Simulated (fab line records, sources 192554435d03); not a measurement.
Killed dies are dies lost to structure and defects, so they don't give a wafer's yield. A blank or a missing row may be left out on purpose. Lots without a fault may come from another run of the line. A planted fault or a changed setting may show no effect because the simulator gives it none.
Split-lot experiment | flow n5_finfet | 7 lots, 39 wafers read, on a route of 1938 steps

THE SPLIT
At N5_SD_EPI_P_ETCH_16 (etches SiO2 in CHF3/O2, target depth 5 nm), the setting target_depth_a was moved away from the recipe's 50 angstrom on 9 of the 39 wafers read, by -56.3% to +40.2%. The other wafers ran this setting at the recipe's value.

The reading is taken at the split's own step.

THE READING
etch.depth_nm (the simulator's own value, which no gauge read), in nm, at N5_SD_EPI_P_ETCH_16 (etches SiO2 in CHF3/O2, target depth 5 nm). The file gives no usual value for it. The 30 wafers here that ran the recipe average 4.930 nm, standard deviation 0.13 nm.

wafer  | tool, chamber at the split | target_depth_a as run, angstrom | against the recipe | etch.depth_nm, nm | against lot-mates on the recipe
L079.1 | rie_diel-03, 0             | 50                              | recipe             | 4.851             | -
L079.2 | rie_diel-03, 2             | 50                              | recipe             | 4.973             | -
L079.3 | rie_diel-03, 3             | 50                              | recipe             | 4.828             | -
L079.4 | rie_diel-03, 3             | 50                              | recipe             | 4.807             | -
L079.5 | rie_diel-03, 2             | 50                              | recipe             | 4.942             | -
L079.6 | rie_diel-03, 0             | 50                              | recipe             | 4.861             | -
L080.1 | rie_diel-02, 3             | 50                              | recipe             | 4.705             | -
L080.2 | rie_diel-02, 2             | 50                              | recipe             | 4.951             | -
L080.3 | rie_diel-02, 0             | 50                              | recipe             | 4.922             | -
L080.4 | rie_diel-02, 1             | 50                              | recipe             | 4.929             | -
L080.5 | rie_diel-02, 3             | 50                              | recipe             | 4.699             | -
L080.6 | rie_diel-02, 2             | 50                              | recipe             | 4.969             | -
L087.1 | rie_diel-03, 0             | 50                              | recipe             | 4.829             | -
L087.2 | rie_diel-03, 3             | 50                              | recipe             | 4.779             | -
L087.3 | rie_diel-03, 1             | 50                              | recipe             | 5.019             | -
L087.4 | rie_diel-03, 2             | 50                              | recipe             | 4.941             | -
L087.5 | rie_diel-03, 1             | 50                              | recipe             | 4.986             | -
L087.6 | rie_diel-03, 2             | 50                              | recipe             | 4.989             | -
L091.1 | rie_diel-02, 1             | 50                              | recipe             | 4.891             | -
L091.2 | rie_diel-02, 2             | 50                              | recipe             | 4.908             | -
L091.3 | rie_diel-02, 0             | 21.85                           | -56.3%             | 2.125             | -2.755
L091.4 | rie_diel-02, 3             | 21.85                           | -56.3%             | 2.034             | -2.846
L091.5 | rie_diel-02, 0             | 50                              | recipe             | 4.842             | -
L091.6 | rie_diel-02, 1             | 21.85                           | -56.3%             | 2.146             | -2.734
L093.2 | rie_diel-06, 3             | 50                              | recipe             | 5.192             | -
L093.4 | rie_diel-06, 1             | 50                              | recipe             | 5.082             | -
L093.6 | rie_diel-06, 3             | 50                              | recipe             | 5.141             | -
L094.1 | rie_diel-06, 0             | 50                              | recipe             | 4.974             | -
L094.2 | rie_diel-06, 1             | 67.97                           | +35.9%             | 6.941             | +1.836
L094.3 | rie_diel-06, 3             | 50                              | recipe             | 5.16              | -
L094.4 | rie_diel-06, 2             | 67.97                           | +35.9%             | 6.594             | +1.489
L094.5 | rie_diel-06, 3             | 50                              | recipe             | 5.182             | -
L094.6 | rie_diel-06, 0             | 67.97                           | +35.9%             | 6.757             | +1.652
L095.1 | rie_diel-02, 2             | 50                              | recipe             | 4.85              | -
L095.2 | rie_diel-02, 1             | 70.09                           | +40.2%             | 6.816             | +1.966
L095.3 | rie_diel-02, 0             | 50                              | recipe             | 4.823             | -
L095.4 | rie_diel-02, 3             | 70.09                           | +40.2%             | 6.781             | +1.931
L095.5 | rie_diel-02, 3             | 70.09                           | +40.2%             | 6.76              | +1.910
L095.6 | rie_diel-02, 2             | 50                              | recipe             | 4.878             | -

THE FIT
A straight line over all 39 wafers: etch.depth_nm changes by +0.0494 nm for each +1% of target_depth_a; r = +0.99; the points scatter about the line by 0.13 nm.
The same after taking each lot's own level away (the mean of its wafers on the recipe; 39 wafers): +0.0484 nm for each +1%; r = +1.00; scatter 0.086 nm.
On that fit, the largest move of target_depth_a shifts the reading by 2.7 nm.
The lots' own levels span 4.8503 to 5.1383 nm, that is 2.3 times the standard deviation above.
So the lot-to-lot level changes the slope little: the two slopes agree.
Check: with one of the wafers moved furthest among these (-56.3%) left out of the fit, the line predicts -2.73 nm for it against its lot-mates. It came out at -2.76 nm against them.

OTHER SPLITS ON THESE WAFERS
These wafers also went through other splits before the reading. Each is held against what the fit with the lots' levels taken away leaves over:
other split on the same wafers          | wafers away from the commonest value | r with etch.depth_nm (lot level and that fit taken away)
N5_ZERO_LAYER_DEVELOP_10 develop_time_s | 15                                   | -0.01

THE FILE'S OWN FIT
etch.depth_nm changes by +0.0484 nm for each +1% of target_depth_a, r = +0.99.
